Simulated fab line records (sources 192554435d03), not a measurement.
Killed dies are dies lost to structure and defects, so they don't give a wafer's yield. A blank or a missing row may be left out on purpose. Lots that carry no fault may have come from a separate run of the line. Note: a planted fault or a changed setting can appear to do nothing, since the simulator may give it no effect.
Lot-split experiment + flow n5Finfet + route with 1938 steps; 7 lots, 21 wafers read

## ABOUT THE SPLIT
At N5_BEOL_M6_HM_DEP_02 (deposits TiN, target thk 20 nm), the setting targetThkA was moved away from the recipe's 200 angstrom on 8 of the 21 wafers read, by -11.5% to +10.1%. This setting was run at the recipe's value on the other wafers.

## FROM THE SPLIT TO THE READING: what the file shows between them, 4 steps
- N5_BEOL_M6_COAT_59: time 60 s, resist thk 100 nm
- N5_BEOL_M6_COAT_60: time 60 s, resist thk 35 nm
- N5_BEOL_M6_STRIP_68: strips in N2/H2
- N5_BEOL_M6_STRIP_67: strips in CF4

## THE READING
etch.depthNm (the simulator's own value, which no gauge read), in nm, at N5_BEOL_M6_HM_OPEN_17 (chemistry Cl2/BCl3, target TiN, target depth 20 nm, overetch 6 nm). There is no usual value for it anywhere in the file. Here, 13 wafers ran the recipe; their average is 19.95 nm with a standard deviation of 0.2 nm.

| wafer  | tool, chamber at the split | targetThkA as run, angstrom | against the recipe | etch.depthNm, nm | against lot-mates on the recipe |
|--------|----------------------------|-----------------------------|--------------------|------------------|---------------------------------|
| L079.1 | pvdSputter-02, -           | 200                         | recipe             | 20.16            | -                               |
| L079.2 | pvdSputter-02, -           | 179.6                       | -10.2%             | 18.48            | -1.68                           |
| L079.5 | pvdSputter-02, -           | 179.6                       | -10.2%             | 18.28            | -1.88                           |
| L080.1 | pvdSputter-02, -           | 220.1                       | +10.1%             | 22.19            | +1.83                           |
| L080.3 | pvdSputter-02, -           | 220.1                       | +10.1%             | 22.36            | +2.00                           |
| L080.5 | pvdSputter-02, -           | 200                         | recipe             | 20.36            | -                               |
| L084.2 | pvdSputter-02, -           | 200                         | recipe             | 20.15            | -                               |
| L084.3 | pvdSputter-02, -           | 177.1                       | -11.5%             | 17.88            | -2.12                           |
| L084.4 | pvdSputter-02, -           | 200                         | recipe             | 19.86            | -                               |
| L088.1 | pvdSputter-01, -           | 200                         | recipe             | 19.76            | -                               |
| L088.3 | pvdSputter-01, -           | 200                         | recipe             | 19.92            | -                               |
| L088.4 | pvdSputter-01, -           | 200                         | recipe             | 20.05            | -                               |
| L089.2 | pvdSputter-02, -           | 200                         | recipe             | 20.13            | -                               |
| L089.3 | pvdSputter-02, -           | 200                         | recipe             | 19.95            | -                               |
| L089.6 | pvdSputter-02, -           | 208                         | +4.0%              | 21.09            | +1.05                           |
| L091.3 | pvdSputter-02, -           | 200                         | recipe             | 19.93            | -                               |
| L091.4 | pvdSputter-02, -           | 200                         | recipe             | 19.7             | -                               |
| L091.6 | pvdSputter-02, -           | 215.2                       | +7.6%              | 21.21            | +1.40                           |
| L096.1 | pvdSputter-03, -           | 188.7                       | -5.7%              | 18.65            | -1.05                           |
| L096.3 | pvdSputter-03, -           | 200                         | recipe             | 19.78            | -                               |
| L096.4 | pvdSputter-03, -           | 200                         | recipe             | 19.63            | -                               |

THE FIT
A straight line over all 21 wafers: etch.depthNm changes by +0.192 nm for each +1% of targetThkA; r = +0.97; the points scatter about the line by 0.26 nm.
The same after taking each lot's own level away (the mean of its wafers on the recipe; 21 wafers): +0.186 nm for each +1%; r = +0.99; scatter 0.12 nm.
The reading moves by 2.1 nm for the largest change in targetThkA, on that fit.
From 19.705 to 20.360 nm: that is the span of the lots' own levels, equal to 3.2 times the standard deviation above.
The two slopes are in agreement: the lot-to-lot level therefore moves the slope only a little.
Check: -2.09 nm against its lot-mates is what the line predicts for one of the wafers moved furthest among these (-11.5%) when that wafer is left out of the fit. It came out at -2.12 nm against them.

## THE OTHER SPLITS THESE WAFERS WENT THROUGH
These wafers also went through other splits before the reading. Each is held against what the fit with the lots' levels taken away leaves over:
| other split on the same wafers | wafers away from the commonest value | r with etch.depthNm (lot level and that fit taken away) |
|--------------------------------|--------------------------------------|---------------------------------------------------------|
| N5_BEOL_M2_EXPOSE_08 doseMj    | 6                                    | -0.40                                                   |
| N5_BEOL_M3_COAT_67 spinRpm     | 3                                    | -0.32                                                   |
| N5_BEOL_M3_COAT_22 spinRpm     | 3                                    | -0.08                                                   |
| N5_BEOL_M5_VIA_ETCH_34 biasW   | 10                                   | +0.30                                                   |
| N5_BEOL_M5_ETCH_41 sourceW     | 4                                    | +0.13                                                   |
| N5_BEOL_M6_ILD_DEP_00 timeS    | 7                                    | +0.15                                                   |

## THE WHOLE CHAIN: every reading that the file lists as answering this split, in the file's order
| step                  | what it does                                                      | reading                                                                         | change (the file's fit)               | r (the file's) |
|-----------------------|-------------------------------------------------------------------|---------------------------------------------------------------------------------|---------------------------------------|----------------|
| N5_BEOL_M6_HM_DEP_02  | deposits TiN, target thk 20 nm                                    | TiN_of_BEOL_M6_HM_DEP_02.thkNm (the simulator's own value, which no gauge read) | +0.19 nm for each +1% of the setting  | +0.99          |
| N5_BEOL_M6_HM_OPEN_17 | chemistry Cl2/BCl3, target TiN, target depth 20 nm, overetch 6 nm | etch.depthNm (the simulator's own value, which no gauge read)                   | +0.187 nm for each +1% of the setting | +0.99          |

## THE FILE'S OWN FIT
etch.depthNm changes by +0.187 nm for each +1% of targetThkA, r = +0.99.
